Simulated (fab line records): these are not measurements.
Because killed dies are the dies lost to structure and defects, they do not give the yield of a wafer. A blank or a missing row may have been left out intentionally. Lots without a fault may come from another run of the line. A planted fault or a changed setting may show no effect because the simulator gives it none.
Matching of chambers | flow n5Finfet | N5_BEOL_M2_PRE_CLEAN_60 on cvdCo-01: 3 sister chambers
The step time 15 s. 3 wafers are shown with their chamber, then 12 later ones without.

== EACH WAFER AND ITS CHAMBER ==
wafer  | chamber | heaterPowerW (W)
L088.4 | 2       | 92
L089.4 | 0       | 90
L089.6 | 1       | 66

== WAFERS WHOSE CHAMBER IS MISSING ==
wafer  | heaterPowerW (W)
L090.2 | 89
L090.3 | 93
L090.5 | 67
L092.1 | 90
L092.2 | 94
L092.5 | 91
L094.1 | 92
L094.3 | 67
L094.5 | 93
L095.2 | 67
L095.3 | 93
L095.4 | 65

== EACH ONE'S CHAMBER ==
wafer  | from the rows above     | in truth
L090.2 | can't be placed: 0 or 2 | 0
L090.3 | can't be placed: 2 or 0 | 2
L090.5 | 1                       | 1
L092.1 | can't be placed: 0 or 2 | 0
L092.2 | can't be placed: 2 or 0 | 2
L092.5 | can't be placed: 0 or 2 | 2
L094.1 | can't be placed: 2 or 0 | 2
L094.3 | 1                       | 1
L094.5 | can't be placed: 2 or 0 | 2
L095.2 | 1                       | 1
L095.3 | can't be placed: 2 or 0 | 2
L095.4 | 1                       | 1
Correctly placed: 4 of 12. Not placeable from these rows: 8 (in 8, the candidates include the true chamber). Wrongly placed: 0.
How it was worked out, from the rows above alone: a wafer's distance from a chamber is the root of the sum, over the readings, of the square of ((its reading less the chamber's mean) divided by the reading's scatter). The wafer belongs to the nearest chamber; if the next one is less than 2 further off, it can't be placed. A chamber's mean is the mean of its shown wafers. The scatter: root of mean squared gap, hidden wafer to nearest shown wafer, with one shown wafer a chamber.
